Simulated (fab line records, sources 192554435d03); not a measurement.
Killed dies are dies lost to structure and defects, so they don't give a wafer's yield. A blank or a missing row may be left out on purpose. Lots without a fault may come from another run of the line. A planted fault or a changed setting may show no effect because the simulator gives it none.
Chamber matching | flow n5_finfet | N5_MOL_CONTACT_COAG_ALD_133 on ald_sin-04: 4 sister chambers
The step deposits SiO2, target thk 5 nm, pulse time 1 s, co reactant pulse time 1 s. 18 wafers are shown with their chamber, then 9 later ones without.

WAFERS WITH THEIR CHAMBER
wafer  | chamber | heater_power_w (W) | precursor_pulse_height_rel
L074.4 | 1       | 93                 | 0.985
L074.5 | 3       | 93                 | 1.008
L074.6 | 2       | 83                 | 1.006
L077.2 | 3       | 94                 | 0.959
L077.3 | 0       | 68                 | 1.020
L077.6 | 3       | 96                 | 1.013
L079.3 | 0       | 68                 | 1.003
L079.4 | 2       | 86                 | 1.011
L079.6 | 1       | 95                 | 0.973
L081.1 | 3       | 98                 | 1.011
L081.3 | 0       | 69                 | 0.977
L081.5 | 3       | 95                 | 0.997
L086.1 | 3       | 97                 | 1.004
L086.4 | 2       | 84                 | 0.995
L086.5 | 3       | 97                 | 0.984
L092.2 | 1       | 88                 | 1.042
L092.4 | 2       | 88                 | 1.029
L092.6 | 2       | 86                 | 0.981

SIGNATURES (means of the wafers above)
reading                    | chamber 0 | chamber 1 | chamber 2 | chamber 3 | scatter within a chamber
heater_power_w             | 68.33     | 92.00     | 85.40     | 95.71     | 2.09
precursor_pulse_height_rel | 1.00000   | 1.00000   | 1.00440   | 0.99657   | 0.0226
Rule: a wafer's distance from a chamber is the root of the sum, over the readings, of the square of ((its reading less the chamber's mean) divided by the reading's scatter). The wafer belongs to the nearest chamber; if the next one is less than 2 further off, it can't be placed. The scatter: the root of (the sum of the squares of (reading less its chamber's mean) over the shown wafers, divided by (wafers less chambers)).

WAFERS WITHOUT THEIR CHAMBER
wafer  | heater_power_w (W) | precursor_pulse_height_rel
L093.1 | 90                 | 1.004
L093.2 | 68                 | 0.987
L093.5 | 91                 | 1.005
L095.1 | 86                 | 0.999
L095.3 | 91                 | 0.986
L095.5 | 87                 | 0.964
L097.2 | 97                 | 1.010
L097.4 | 92                 | 1.024
L097.6 | 90                 | 1.006

WHICH CHAMBER EACH WENT THROUGH
wafer  | from the rows above          | in truth
L093.1 | can't be placed: 1 or 2 or 3 | 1
L093.2 | 0                            | 0
L093.5 | can't be placed: 1 or 3      | 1
L095.1 | 2                            | 2
L095.3 | can't be placed: 1 or 3      | 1
L095.5 | can't be placed: 2 or 1      | 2
L097.2 | can't be placed: 3 or 1      | 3
L097.4 | can't be placed: 1 or 3      | 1
L097.6 | can't be placed: 1 or 2 or 3 | 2
Placed correctly: 2 of 9. Can't be placed from these rows: 7 (the true chamber is among the candidates in 7). Placed wrongly: 0.
